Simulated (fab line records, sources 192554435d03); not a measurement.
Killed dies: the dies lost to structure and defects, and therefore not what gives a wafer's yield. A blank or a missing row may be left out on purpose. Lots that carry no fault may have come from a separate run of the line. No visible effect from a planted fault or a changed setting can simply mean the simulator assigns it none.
Which tool was responsible? | flow n5 finfet | 11 lots, 33 wafers sampled, at 3 steps of a route of 1938

WHAT THE GAUGES READ, wafer by wafer
N5_WELL_APT_INSPECT_27: inspects for defects (macro).
lot  | measured    | on                | raw defect count
L630 | day 1 15:08 | defect inspect-02 | 2 4 2
L631 | day 1 21:04 | defect inspect-02 | 1 2 1
L640 | day 4 03:45 | defect inspect-01 | 2 2 2
L641 | day 4 08:52 | defect inspect-01 | 3 1 3
L642 | day 4 15:01 | defect inspect-02 | 1 3 0
L644 | day 5 03:02 | defect inspect-02 | 1 3 2
L646 | day 5 14:55 | defect inspect-01 | 2 3 4
L648 | day 6 03:14 | defect inspect-01 | 2 2 1
L649 | day 6 09:23 | defect inspect-02 | 1 1 3
L650 | day 6 14:55 | defect inspect-02 | 3 0 0
L651 | day 6 21:11 | defect inspect-02 | 5 2 2

N5_PMOS_HMC_CHANNEL_EPI_THK_MEAS_22.
lot  | measured    | on            | HMC_CMP_THK (nm)
L630 | day 1 20:24 | film metro-01 | 55.2 54.3 53.8
L631 | day 2 02:07 | film metro-01 | 55.9 53.8 56.1
L640 | day 4 08:27 | film metro-01 | 53.6 53.6 54.3
L641 | day 4 14:13 | film metro-01 | 58.8 58.9 54.8
L642 | day 4 20:21 | film metro-01 | 55.6 52.9 55.1
L644 | day 5 07:41 | film metro-01 | 59.0 54.7 54.2
L646 | day 5 19:35 | film metro-02 | 55.3 54.9 54.7
L648 | day 6 07:44 | film metro-01 | 55.2 55.3 55.6
L649 | day 6 14:17 | film metro-01 | 55.2 54.0 52.5
L650 | day 6 19:26 | film metro-02 | 55.3 54.7 52.4
L651 | day 7 02:35 | film metro-01 | 54.6 54.5 55.3

WHAT TOOL EACH LOT RAN ON (gives the tool, then ch and the chambers of the sampled wafers, and finally the start)
lot  | N5_PMOS_HMC_CHANNEL_EPI_FIN_RECESS_16
L630 | rie si-02 ch 0,1,3, day 1 18:12
L631 | rie si-03 ch 0,1,3, day 1 23:55
L640 | rie si-02 ch 0,3, day 4 06:39
L641 | rie si-02 ch 0,1,3, day 4 12:01
L642 | rie si-06 ch 0,1,2, day 4 18:09
L644 | rie si-02 ch 1,2,3, day 5 05:53
L646 | rie si-03 ch 1,2, day 5 17:47
L648 | rie si-03 ch 1,2, day 6 05:56
L649 | rie si-06 ch 1,2,3, day 6 12:28
L650 | rie si-06 ch 0,1,2, day 6 17:36
L651 | rie si-06 ch 0,1, day 6 23:52
- N5_PMOS_HMC_CHANNEL_EPI_FIN_RECESS_16: chemistry HBr/Cl2, target Si, target depth 54 nm, time 18 s.

WHAT THE TOOLS THEMSELVES READ (means of the sampled wafers that have a number; where no wafer has one, the mark that the record gives instead)
N5_PMOS_HMC_CHANNEL_EPI_FIN_RECESS_16.
lot  | tool      | drypump motor current A (A) | oes product au (a.u.) | throttle valve pct (%)
L630 | rie si-02 | 5.7                         | 1.006                 | 35.22
L631 | rie si-03 | 6.0                         | 1.005                 | 35.36
L640 | rie si-02 | 5.8                         | 1.009                 | 35.33
L641 | rie si-02 | 5.7                         | 1.014                 | 35.22
L642 | rie si-06 | 6.2                         | 1.001                 | 35.23
L644 | rie si-02 | 6.0                         | 1.009                 | 35.15
L646 | rie si-03 | 6.3                         | 1.017                 | 35.09
L648 | rie si-03 | 6.3                         | 1.022                 | 35.07
L649 | rie si-06 | 5.9                         | 1.002                 | 35.47
L650 | rie si-06 | 6.2                         | 0.996                 | 35.25
L651 | rie si-06 | 6.5                         | 1.014                 | 35.44

THE ANSWER, worked out from the rows above alone
Rule: usual is defined by the lots themselves. The widest of any qualifying gaps counts: lots, ordered by their means at a reading, are off when they make up no more than a third of the lots, leave a main group of 4 or more, and stand apart from it by 3 or more times the standard deviation of that group's means. A main group is skipped when, at the precision printed for the reading in the tables above, its means are all equal. A lot without any number at a reading at which 4 lots or more have one is off too. The other lots that the step has rows for count as sound. First the gauges in route order, then the tools' own readings, where a lot's mean is used as printed above. The first step at which some lot is off is used, and at that step the reading that is off furthest; a lot without a number counts as furthest.
Nothing can be told from this: no lot is off at any reading shown.

WHAT THE SIMULATOR PUT IN
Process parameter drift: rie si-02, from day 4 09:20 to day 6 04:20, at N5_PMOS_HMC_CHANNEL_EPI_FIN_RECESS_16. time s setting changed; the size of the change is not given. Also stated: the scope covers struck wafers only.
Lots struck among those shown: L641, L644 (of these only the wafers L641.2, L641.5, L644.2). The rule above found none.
